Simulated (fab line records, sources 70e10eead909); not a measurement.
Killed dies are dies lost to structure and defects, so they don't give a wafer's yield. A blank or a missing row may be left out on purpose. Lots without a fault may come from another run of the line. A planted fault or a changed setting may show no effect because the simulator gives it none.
Which tool did it? | flow nand_harc | 6 lots, 18 wafers sampled, at 5 steps of a route of 1159

WHAT THE GAUGES READ, wafer by wafer
NHARC_END_SORT_01.
lot  | measured     | on        | killed_at_array
L263 | day 24 17:18 | prober-01 | 42 60 50

WHICH TOOL RAN EACH LOT (tool, then ch and the chambers of the sampled wafers, then the start)
lot  | NHARC_A_WL_FILL_CVD_03        | NHARC_A_WL_FILL_STRIP_27             | NHARC_A_CONTACT_DEP_24          | NHARC_A_CONTACT_DEP_28
L243 | cvd_w-02 ch 0,1, day 15 07:34 | plasma_asher-02 ch 0,1, day 15 11:16 | pecvd-04 ch 0,1, day 16 10:31   | acl_dep-03 ch 0, day 16 13:59
L245 | cvd_w-01 ch 1, day 15 10:25   | plasma_asher-01 ch 0,1, day 15 13:40 | pecvd-03 ch 0,2, day 16 14:47   | acl_dep-02 ch 0, day 16 18:42
L255 | cvd_w-01 ch 0,1, day 18 01:14 | plasma_asher-02 ch 0,1, day 18 03:36 | pecvd-01 ch 1,2, day 19 06:00   | acl_dep-01 ch 0, day 19 07:46
L261 | cvd_w-01 ch 0,1, day 19 14:15 | plasma_asher-01 ch 0,1, day 19 18:10 | pecvd-04 ch 0,1,2, day 20 17:04 | acl_dep-03 ch 0, day 20 18:17
L259 | cvd_w-01 ch 0,1, day 19 22:20 | plasma_asher-02 ch 0,1, day 20 01:40 | pecvd-04 ch 0,1,2, day 21 00:31 | acl_dep-03 ch 0, day 21 05:37
L263 | cvd_w-01 ch 0,1, day 20 15:44 | plasma_asher-01 ch 0,1, day 20 19:41 | pecvd-03 ch 0,1,2, day 21 17:01 | acl_dep-01 ch 0, day 21 17:38
- NHARC_A_WL_FILL_CVD_03: deposits W, target thk 40 nm, time 3302 s.
- NHARC_A_WL_FILL_STRIP_27: strips in N2/H2, time 20 s.
- NHARC_A_CONTACT_DEP_24: deposits SiO2, target thk 500 nm.
- NHARC_A_CONTACT_DEP_28: deposits aC, target thk 3600 nm.

THE ANSWER, worked out from the rows above alone
Rule: what is usual is taken from the lots themselves. Put in order of their means at a reading, lots are off if they are a third of the lots or fewer, leave a main group of 4 or more, and stand apart from it by a gap of 3 or more times the standard deviation of the main group's means; of several such gaps the widest counts. A main group whose means are all the same, to the digits that the tables above print for the reading, isn't used. A lot without any number at a reading at which 4 lots or more have one is off too. The other lots that the step has rows for count as sound.
No lot is off at any reading shown: from this, nothing can be told.

WHAT THE SIMULATOR HAD PUT IN
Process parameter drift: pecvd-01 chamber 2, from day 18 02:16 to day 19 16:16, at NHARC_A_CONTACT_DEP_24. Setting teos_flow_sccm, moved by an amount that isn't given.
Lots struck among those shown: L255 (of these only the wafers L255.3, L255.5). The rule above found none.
